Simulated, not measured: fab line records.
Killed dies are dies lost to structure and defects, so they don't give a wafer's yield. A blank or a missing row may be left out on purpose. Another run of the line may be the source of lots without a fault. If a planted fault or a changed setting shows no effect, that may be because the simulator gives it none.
fab line records	flow nand_harc	part 1 of 2: steps 1 to 13 of 23
record lots=5	wafers=15	last_day=33
route steps=1302 shown A_CHANNEL_HOLE_D1@465
lots that met no fault: taken from a fault-free run of the same line
start_h: hours from the record's opening day to when the first of the lot's shown wafers began	wait_h: hours elapsed since this lot's preceding step	" identical to the entry in the row above	L1.1+2: a single row standing in for several wafers	- no value present, or no start provided	* or withheld: withheld	< > ~ a bound
route shown NAME@n: a module of which the file shows steps, and the number in the route of the first	usual: the fault-free wafers' mean and standard deviation	same: alike in all rows	chamber/n: place in a boat	sites: per-site readings	_std_site: standard deviation across them	_edge_site: mean of outer sites minus mean of inner sites	radius_mm: for every site, how far away it sits from the centre of the wafer	mask NAME#n: copy n	behind: the last tool/chamber to shape the wafer	hold: why the lot was held/for how many hours/how that ended	device: whichever transistor did not switch (one of n, p or np)	end of line: the route-end tests of the same wafers	step lacking rows: just its recipe	killed: dies that structure and defects cost at the first sort, which is not the same as the wafer's yield	map: the dies of a wafer, with x for killed, . for not killed, _ for no die there
set.NAME: setting as actually run; set.NAME@STEP: the setting as run at that earlier step	model.NAME: the simulator's own value behind a step, which no gauge read
lots at selected steps of the route; one table per step, one row per wafer
services: from which hour (start_h, from the record's first day; less than 0 if before it) a tool's chamber was out of use, for how many hours, and why
## steps
# step NHARC_A_CHANNEL_HOLE_D1_DESCUM_15
# recipe time_s=3	o2_flow_sccm=200	ar_flow_sccm=0	bias_power_w=0	chemistry=O2
# usual drypump_motor_current_A=5.7/0.41	oes_product_au=1.003/0.011	rf_vpp_V=57.8/0.86	showerhead_plenum_p_Torr=1.88/0.094	throttle_valve_pct=11.311/0.0082
lot.wafer	tool	chamber	start_h	wait_h	drypump_motor_current_A	oes_product_au	rf_hours_counter_h	rf_vpp_V	showerhead_plenum_p_Torr	throttle_valve_pct
L077.1	rie_diel-03	3	217.05	0.1	5.9	0.965	26	59.1	1.82	11.314
L077.2	"	0	"	"	5.9	0.994	27	56.4	1.86	11.301
L077.4	"	1	"	"	5.1	1.001	30	58.7	1.85	11.307
L081.3	rie_diel-06	0	248.42	0.1	6.4	1.003	8	57.3	1.78	11.317
L081.2	"	2	"	"	5.8	1.003	9	57.0	2.03	11.297
L081.5	"	0	"	"	6.4	0.990	-	57.6	1.78	11.314
L085.2	rie_diel-06	3	284.13	0.1	5.2	1.017	11	57.9	1.92	11.311
L085.6	"	3	"	"	5.3	1.017	-	57.3	1.92	11.320
L085.5	"	0	"	"	6.3	0.976	-	57.5	1.78	11.322
L084.3	rie_diel-06	3	284.29	0.1	5.3	1.006	11	58.9	1.92	11.311
L084.2	"	1	"	"	5.6	1.003	13	56.5	1.77	11.316
L084.5	"	2	"	"	5.8	1.015	-	57.6	2.03	11.316
L097.1	rie_diel-06	2	405.12	0.1	5.8	1.003	8	58.7	2.03	11.299
L097.3	"	3	"	"	5.3	1.022	8	58.2	1.92	11.326
L097.5	"	0	"	"	6.4	1.006	-	57.8	1.78	11.300
# step NHARC_A_CHANNEL_HOLE_D1_ETCH_38
# recipe target_depth_a=390	over_etch_frac=0.3	time_s=65	ion_energy_ev=80	cf4_flow_sccm=150	ar_flow_sccm=0	rf_w=300	bias_w=100	chemistry=CF4
# usual bias_w=100.04/0.29	drypump_motor_current_A=5.7/0.4	oes_product_au=1.002/0.011	rf_vpp_V=151.0/1.2	showerhead_plenum_p_Torr=1.74/0.081	throttle_valve_pct=13.284/0.0092
lot.wafer	tool	chamber	start_h	wait_h	bias_w	drypump_motor_current_A	oes_product_au	rf_hours_counter_h	rf_vpp_V	showerhead_plenum_p_Torr	throttle_valve_pct
L077.2	rie_diel-03	2	217.13	0.1	99.41	5.8	1.010	26	152.3	1.82	13.274
L077.1	"	3	"	"	99.82	5.9	0.976	26	151.4	1.69	13.278
L077.4	"	1	"	"	99.60	5.1	0.983	30	150.6	1.71	13.295
L081.3	rie_diel-06	2	248.51	0.1	100.21	5.8	1.013	9	152.6	1.87	13.281
L081.2	"	0	"	"	100.15	6.4	0.980	8	150.5	1.65	13.281
L081.5	"	1	"	"	99.98	5.5	1.006	-	148.5	1.65	13.288
L085.2	rie_diel-06	1	284.22	0.1	100.19	5.5	0.995	13	150.7	1.65	13.282
L085.5	"	3	"	"	100.02	5.3	1.003	-	152.1	1.78	13.286
L085.6	"	0	"	"	99.77	6.4	0.977	-	150.4	1.65	13.288
L084.3	rie_diel-06	3	284.48	0.2	100.06	5.2	1.008	11	151.6	1.78	13.293
L084.2	"	1	"	"	100.19	5.5	1.007	13	150.8	1.65	13.275
L084.5	"	3	"	"	100.05	5.3	1.012	-	150.7	1.78	13.288
L097.3	rie_diel-06	2	405.20	0.1	100.31	5.8	0.999	8	152.4	1.87	13.289
L097.1	"	3	"	"	99.81	5.3	1.028	8	151.3	1.77	13.277
L097.5	"	0	"	"	99.97	6.4	0.993	-	151.0	1.65	13.281
# step NHARC_A_CHANNEL_HOLE_D1_ETCH_39
# recipe target_depth_a=2600	over_etch_frac=0.3	time_s=325	ion_energy_ev=200	n2_flow_sccm=150	h2_flow_sccm=150	ar_flow_sccm=0	rf_w=400	bias_w=150	chemistry=N2/H2
# usual bias_w=150.0/0.47	drypump_motor_current_A=5.7/0.39	oes_product_au=1.003/0.0098	rf_vpp_V=430/3.1	showerhead_plenum_p_Torr=2.01/0.11	throttle_valve_pct=14.170/0.0089
lot.wafer	tool	chamber	start_h	wait_h	bias_w	drypump_motor_current_A	oes_product_au	rf_hours_counter_h	rf_vpp_V	showerhead_plenum_p_Torr	throttle_valve_pct
L077.2	rie_diel-03	1	-	-	150.4	5.1	1.000	30	427	1.96	14.154
L077.4	"	3	"	"	149.7	5.9	0.977	27	428	1.94	14.162
L077.1	"	0	"	"	150.1	5.9	0.988	27	428	1.98	14.151
L081.3	rie_diel-06	1	-	-	149.4	5.6	1.024	10	425	1.89	14.172
L081.2	"	2	"	"	149.7	5.8	1.012	9	434	2.17	14.178
L081.5	"	3	"	"	149.7	5.3	1.017	-	430	2.05	14.178
L085.2	rie_diel-06	0	-	-	149.7	6.4	0.993	12	425	1.89	14.185
L085.5	"	3	"	"	150.0	5.3	1.003	-	431	2.05	14.185
L085.6	"	0	"	"	149.7	6.4	0.982	-	425	1.89	14.163
L084.3	rie_diel-06	1	-	-	150.6	5.6	1.017	13	425	1.89	14.160
L084.2	"	3	"	"	150.2	5.3	1.021	11	430	2.05	14.178
L084.5	"	2	"	"	149.7	5.8	1.013	-	435	2.17	14.157
L097.1	rie_diel-06	2	-	-	149.5	5.8	0.999	8	434	2.16	14.176
L097.3	"	3	"	"	149.7	5.3	1.017	8	430	2.05	14.176
L097.5	"	1	"	"	150.8	5.5	1.002	-	426	1.88	14.164
# step NHARC_A_CHANNEL_HOLE_D1_ETCH_34
# recipe target_depth_a=1540	time_s=77	cf4_flow_sccm=100	chf3_flow_sccm=30	ar_flow_sccm=0	rf_w=500	bias_w=200	chemistry=CF4/CHF3
# usual bias_w=199.9/0.57	drypump_motor_current_A=5.7/0.41	oes_product_au=0.948/0.024	rf_vpp_V=369.5/2.6	showerhead_plenum_p_Torr=1.54/0.072	throttle_valve_pct=16.800/0.0087
lot.wafer	tool	chamber	start_h	wait_h	bias_w	drypump_motor_current_A	oes_product_au	rf_hours_counter_h	rf_vpp_V	showerhead_plenum_p_Torr	throttle_valve_pct
L077.2	rie_diel-03	3	-	-	200.2	5.9	0.906	27	368.6	1.50	16.787
L077.1	"	0	"	"	200.4	5.9	0.926	27	368.7	1.53	16.788
L077.4	"	1	"	"	200.0	5.1	0.917	30	367.7	1.52	16.817
L081.3	rie_diel-06	1	-	-	199.8	5.5	0.943	10	366.6	1.47	16.806
L081.2	"	3	"	"	200.2	5.2	0.928	8	371.3	1.58	16.798
L081.5	"	2	"	"	200.3	5.8	0.929	-	373.9	1.67	16.798
L085.2	rie_diel-06	2	-	-	200.5	5.8	0.932	13	373.8	1.66	16.803
L085.5	"	1	"	"	199.8	5.5	0.927	-	368.0	1.47	16.812
L085.6	"	2	"	"	200.6	5.8	0.941	-	373.9	1.66	16.804
L084.2	rie_diel-06	0	-	-	199.3	6.4	0.916	12	366.6	1.47	16.805
L084.3	"	1	"	"	199.9	5.5	0.932	14	367.5	1.47	16.781
L084.5	"	0	"	"	200.8	6.3	0.923	-	365.4	1.47	16.802
L097.3	rie_diel-06	3	-	-	199.5	5.3	0.933	8	370.2	1.58	16.801
L097.1	"	0	"	"	199.4	6.3	0.922	8	366.5	1.47	16.805
L097.5	"	3	"	"	198.8	5.3	0.941	-	370.6	1.58	16.798
# step NHARC_A_CHANNEL_HOLE_D1_ETCH_16
# recipe target_depth_a=31000	over_etch_frac=0.3	time_s=806	ion_energy_ev=150	o2_flow_sccm=400	cos_flow_sccm=20	ar_flow_sccm=0	rf_w=500	bias_w=300	chemistry=O2/COS
# usual bias_w=300.0/0.87	drypump_motor_current_A=5.7/0.39	oes_product_au=1.002/0.01	rf_vpp_V=313.4/2.3	showerhead_plenum_p_Torr=3.07/0.15	throttle_valve_pct=28.330/0.0093
lot.wafer	tool	chamber	start_h	wait_h	bias_w	drypump_motor_current_A	oes_product_au	rf_hours_counter_h	rf_vpp_V	showerhead_plenum_p_Torr	throttle_valve_pct
L077.1	rie_diel-03	3	-	-	298.8	5.9	0.987	27	310.6	2.98	28.329
L077.2	"	1	"	"	300.7	5.1	1.008	30	313.8	3.02	28.339
L077.4	"	2	"	"	298.9	5.8	0.997	27	313.4	3.22	28.330
L081.3	rie_diel-06	2	-	-	300.1	5.8	1.004	10	316.7	3.30	28.306
L081.2	"	3	"	"	299.2	5.3	1.008	8	314.2	3.14	28.318
L081.5	"	1	"	"	299.7	5.6	1.003	-	310.4	2.91	28.320
L085.2	rie_diel-06	0	-	-	299.8	6.4	0.995	12	310.6	2.92	28.326
L085.5	"	2	"	"	298.3	5.8	1.011	-	316.6	3.30	28.309
L085.6	"	3	"	"	299.9	5.2	1.017	-	314.1	3.14	28.330
L084.3	rie_diel-06	1	-	-	299.9	5.6	1.013	14	310.9	2.91	28.332
L084.2	"	2	"	"	300.3	5.8	0.998	14	317.6	3.30	28.350
L084.5	"	0	"	"	298.7	6.4	0.981	-	310.7	2.91	28.331
L097.3	rie_diel-06	0	-	-	300.8	6.4	1.003	9	310.0	2.91	28.323
L097.1	"	1	"	"	301.7	5.6	1.005	8	312.6	2.90	28.328
L097.5	"	1	"	"	300.0	5.5	1.003	-	311.9	2.90	28.336
# step NHARC_A_CHANNEL_HOLE_D1_CD_MEAS_18
# usual cd_nm=100.0/1.6
lot.wafer	tool	chamber	start_h	wait_h	cd_nm
L077.1	cd_sem-01	-	218.16	-	102.8
L077.2	"	-	"	"	96.1
L077.4	"	-	"	"	102.2
L081.2	cd_sem-01	-	249.53	-	100.0
L081.3	"	-	"	"	100.9
L081.5	"	-	"	"	100.9
L085.2	cd_sem-03	-	285.39	-	101.7
L085.5	"	-	"	"	99.4
L085.6	"	-	"	"	101.9
L084.2	cd_sem-02	-	285.83	-	98.0
L084.3	"	-	"	"	100.1
L084.5	"	-	"	"	98.6
L097.1	cd_sem-03	-	406.21	-	101.8
L097.3	"	-	"	"	98.1
L097.5	"	-	"	"	97.6
# step NHARC_A_CHANNEL_HOLE_D1_ETCH_19
# recipe bias_v=1200	source_w=2500	pressure_mtorr=15	time_s=34.5	ar_flow_sccm=375	c4f8_flow_sccm=28.8	o2_flow_sccm=96.2	temp_c=-20	target_depth_a=*	chemistry=C4F8/O2/Ar
# usual drypump_motor_current_A=5.8/0.57	showerhead_plenum_p_Torr=3.71/0.14	throttle_valve_pct=37.037/0.0083
lot.wafer	tool	chamber	start_h	wait_h	drypump_motor_current_A	rf_hours_counter_h	showerhead_plenum_p_Torr	throttle_valve_pct
L077.2	har_etch-01	0	218.23	0.1	5.4	103	3.62	37.046
L077.1	"	1	"	"	5.3	103	3.77	37.030
L077.4	"	0	"	"	5.4	-	3.62	37.032
L081.2	har_etch-01	0	249.60	0.1	5.4	122	3.61	37.041
L081.3	"	0	"	"	5.4	-	3.61	37.032
L081.5	"	0	"	"	5.4	-	3.61	37.046
L085.2	har_etch-01	0	285.48	0.1	5.3	145	3.60	37.035
L085.6	"	1	"	"	5.4	-	3.74	37.045
L085.5	"	0	"	"	5.4	-	3.60	37.035
L084.2	har_etch-02	0	285.94	0.1	5.9	-	3.67	37.038
L084.3	"	0	"	"	5.9	-	3.67	37.042
L084.5	"	0	"	"	5.9	-	3.67	37.057
L097.1	har_etch-02	0	406.29	0.1	5.9	8	3.98	37.036
L097.3	"	1	"	"	6.8	-	3.95	37.047
L097.5	"	0	"	"	5.9	-	3.98	37.052
# step NHARC_A_CHANNEL_HOLE_D1_ETCH_20
# recipe bias_v=3000	source_w=withheld	pressure_mtorr=20	time_s=361.9	ar_flow_sccm=375	c4f8_flow_sccm=89.3	o2_flow_sccm=35.7	temp_c=-20	target_depth_a=16000	chemistry=C4F8/O2/Ar
# usual drypump_motor_current_A=5.8/0.57	showerhead_plenum_p_Torr=3.66/0.14	throttle_valve_pct=32.155/0.0098
lot.wafer	tool	chamber	start_h	wait_h	drypump_motor_current_A	rf_hours_counter_h	showerhead_plenum_p_Torr	throttle_valve_pct
L077.2	har_etch-01	0	218.34	0.1	5.4	103	3.58	32.147
L077.1	"	1	"	"	5.3	103	3.72	32.145
L077.4	"	0	"	"	5.3	-	3.58	32.140
L081.2	har_etch-01	0	249.72	0.1	5.4	122	3.57	32.137
L081.3	"	0	"	"	5.3	-	3.57	32.155
L081.5	"	0	"	"	5.4	-	3.57	32.155
L085.2	har_etch-01	0	285.63	0.1	5.4	145	3.56	32.161
L085.6	"	1	"	"	5.3	-	3.70	32.151
L085.5	"	0	"	"	5.4	-	3.56	32.149
L084.2	har_etch-02	0	286.23	0.3	5.9	-	3.63	32.160
L084.3	"	0	"	"	5.9	-	3.63	32.155
L084.5	"	0	"	"	5.9	-	3.63	32.151
L097.1	har_etch-02	0	406.40	0.1	5.9	8	3.93	32.158
L097.3	"	1	"	"	6.8	-	3.90	32.158
L097.5	"	0	"	"	5.9	-	3.93	32.154
# step NHARC_A_CHANNEL_HOLE_D1_ETCH_21
# recipe bias_v=3000	source_w=withheld	pressure_mtorr=20	time_s=514.3	ar_flow_sccm=375	c4f8_flow_sccm=89.3	o2_flow_sccm=35.7	temp_c=-20	target_depth_a=16000	chemistry=C4F8/O2/Ar
# usual drypump_motor_current_A=5.8/0.57	showerhead_plenum_p_Torr=3.66/0.14	throttle_valve_pct=32.154/0.0091
lot.wafer	tool	chamber	start_h	wait_h	drypump_motor_current_A	rf_hours_counter_h	showerhead_plenum_p_Torr	throttle_valve_pct
L077.2	har_etch-01	0	218.66	0.3	5.3	104	3.58	32.162
L077.1	"	1	"	"	5.3	104	3.72	32.172
L077.4	"	0	"	"	5.4	-	3.58	32.136
L081.2	har_etch-01	0	250.03	0.3	5.4	123	3.57	32.160
L081.3	"	0	"	"	5.3	-	3.57	32.143
L081.5	"	0	"	"	5.4	-	3.57	32.140
L085.2	har_etch-01	0	285.96	0.3	5.3	146	3.56	32.146
L085.6	"	1	"	"	5.3	-	3.70	32.149
L085.5	"	0	"	"	5.4	-	3.56	32.148
L084.2	har_etch-02	0	286.90	0.6	5.9	-	3.63	32.157
L084.3	"	0	"	"	5.9	-	3.63	32.139
L084.5	"	0	"	"	5.9	-	3.63	32.153
L097.1	har_etch-02	0	406.72	0.3	5.9	8	3.93	32.167
L097.3	"	1	"	"	6.9	-	3.90	32.162
L097.5	"	0	"	"	5.9	-	3.93	32.157
# step NHARC_A_CHANNEL_HOLE_D1_ETCH_22
# recipe bias_v=3000	source_w=withheld	pressure_mtorr=20	time_s=666.7	ar_flow_sccm=375	c4f8_flow_sccm=89.3	o2_flow_sccm=35.7	temp_c=-20	target_depth_a=16000	chemistry=C4F8/O2/Ar
# usual drypump_motor_current_A=5.8/0.57	showerhead_plenum_p_Torr=3.66/0.14	throttle_valve_pct=32.156/0.0089
lot.wafer	tool	chamber	start_h	wait_h	drypump_motor_current_A	rf_hours_counter_h	showerhead_plenum_p_Torr	throttle_valve_pct
L077.2	har_etch-01	0	219.10	0.4	5.3	104	3.58	32.145
L077.1	"	1	"	"	5.3	104	3.72	32.155
L077.4	"	0	"	"	5.4	-	3.58	32.149
L081.2	har_etch-01	0	250.48	0.4	5.4	123	3.57	32.155
L081.3	"	0	"	"	5.4	-	3.57	32.163
L081.5	"	0	"	"	5.3	-	3.57	32.160
L085.2	har_etch-01	0	286.42	0.4	5.4	146	3.56	32.148
L085.6	"	1	"	"	5.3	-	3.70	32.139
L085.5	"	0	"	"	5.4	-	3.56	32.159
L084.2	har_etch-02	0	287.84	0.8	5.9	-	3.63	32.152
L084.3	"	0	"	"	5.9	-	3.63	32.160
L084.5	"	0	"	"	5.9	-	3.63	32.164
L097.1	har_etch-02	0	407.16	0.4	5.9	9	3.93	32.166
L097.3	"	1	"	"	6.9	-	3.90	32.168
L097.5	"	0	"	"	5.9	-	3.93	32.168
# step NHARC_A_CHANNEL_HOLE_D1_ETCH_23
# recipe bias_v=5000	source_w=withheld	pressure_mtorr=20	time_s=819	ar_flow_sccm=375	c4f8_flow_sccm=89.3	o2_flow_sccm=35.7	temp_c=-20	target_depth_a=16000	chemistry=C4F8/O2/Ar
# usual drypump_motor_current_A=5.8/0.56	showerhead_plenum_p_Torr=3.66/0.14	throttle_valve_pct=32.156/0.0088
lot.wafer	tool	chamber	start_h	wait_h	drypump_motor_current_A	rf_hours_counter_h	showerhead_plenum_p_Torr	throttle_valve_pct
L077.2	har_etch-01	0	219.67	0.5	5.4	105	3.58	32.148
L077.1	"	1	"	"	5.3	105	3.72	32.159
L077.4	"	0	"	"	5.3	-	3.58	32.158
L081.2	har_etch-01	0	251.05	0.5	5.4	124	3.57	32.154
L081.3	"	0	"	"	5.4	-	3.57	32.151
L081.5	"	0	"	"	5.4	-	3.57	32.148
L085.2	har_etch-01	0	287.02	0.5	5.4	147	3.56	32.142
L085.6	"	1	"	"	5.3	-	3.70	32.154
L085.5	"	0	"	"	5.4	-	3.56	32.149
L084.2	har_etch-02	0	289.02	1.0	5.9	-	3.63	32.169
L084.3	"	0	"	"	5.9	-	3.63	32.154
L084.5	"	0	"	"	5.9	-	3.63	32.155
L097.1	har_etch-02	0	407.73	0.5	5.9	9	3.93	32.162
L097.3	"	1	"	"	6.8	-	3.90	32.136
L097.5	"	0	"	"	5.9	-	3.93	32.168
# step NHARC_A_CHANNEL_HOLE_D1_ETCH_24
# recipe bias_v=5000	source_w=withheld	pressure_mtorr=20	time_s=906.2	ar_flow_sccm=375	c4f8_flow_sccm=93.8	o2_flow_sccm=31.2	temp_c=-20	target_depth_a=15000	chemistry=C4F8/O2/Ar
# usual drypump_motor_current_A=5.8/0.57	showerhead_plenum_p_Torr=3.66/0.14	throttle_valve_pct=32.235/0.009
lot.wafer	tool	chamber	start_h	wait_h	drypump_motor_current_A	rf_hours_counter_h	showerhead_plenum_p_Torr	throttle_valve_pct
L077.2	har_etch-01	0	220.37	0.6	5.4	105	3.58	32.236
L077.1	"	1	"	"	5.3	105	3.72	32.235
L077.4	"	0	"	"	5.4	-	3.58	32.226
L081.2	har_etch-01	0	251.74	0.6	5.4	124	3.57	32.234
L081.3	"	0	"	"	5.4	-	3.57	32.238
L081.5	"	0	"	"	5.4	-	3.57	32.229
L085.2	har_etch-01	0	287.73	0.6	5.4	147	3.56	32.228
L085.6	"	1	"	"	5.3	-	3.69	32.238
L085.5	"	0	"	"	5.4	-	3.56	32.231
L084.2	har_etch-02	0	290.43	1.2	5.9	-	3.63	32.246
L084.3	"	0	"	"	5.9	-	3.63	32.212
L084.5	"	0	"	"	5.9	-	3.63	32.227
L097.1	har_etch-02	0	408.42	0.6	5.9	10	3.92	32.233
L097.3	"	1	"	"	6.9	-	3.90	32.250
L097.5	"	0	"	"	5.9	-	3.92	32.237
# step NHARC_A_CHANNEL_HOLE_D1_ETCH_25
# recipe bias_v=5000	source_w=withheld	pressure_mtorr=20	time_s=1040.2	ar_flow_sccm=375	c4f8_flow_sccm=93.8	o2_flow_sccm=31.2	temp_c=-20	target_depth_a=15000	chemistry=C4F8/O2/Ar
# usual drypump_motor_current_A=5.8/0.57	showerhead_plenum_p_Torr=3.66/0.14	throttle_valve_pct=32.235/0.0098
lot.wafer	tool	chamber	start_h	wait_h	drypump_motor_current_A	rf_hours_counter_h	showerhead_plenum_p_Torr	throttle_valve_pct
L077.2	har_etch-01	0	221.14	0.6	5.3	106	3.58	32.229
L077.1	"	1	"	"	5.3	106	3.71	32.211
L077.4	"	0	"	"	5.4	-	3.58	32.247
L081.2	har_etch-01	0	252.52	0.6	5.3	125	3.57	32.245
L081.3	"	0	"	"	5.4	-	3.57	32.222
L081.5	"	0	"	"	5.3	-	3.57	32.240
L085.2	har_etch-01	0	288.52	0.7	5.4	148	3.56	32.242
L085.6	"	1	"	"	5.3	-	3.69	32.229
L085.5	"	0	"	"	5.4	-	3.56	32.242
L084.2	har_etch-02	0	291.99	1.3	5.9	-	3.63	32.251
L084.3	"	0	"	"	5.9	-	3.63	32.256
L084.5	"	0	"	"	5.9	-	3.63	32.238
L097.1	har_etch-02	0	409.19	0.6	5.9	11	3.92	32.233
L097.3	"	1	"	"	6.8	-	3.90	32.244
L097.5	"	0	"	"	5.9	-	3.92	32.244
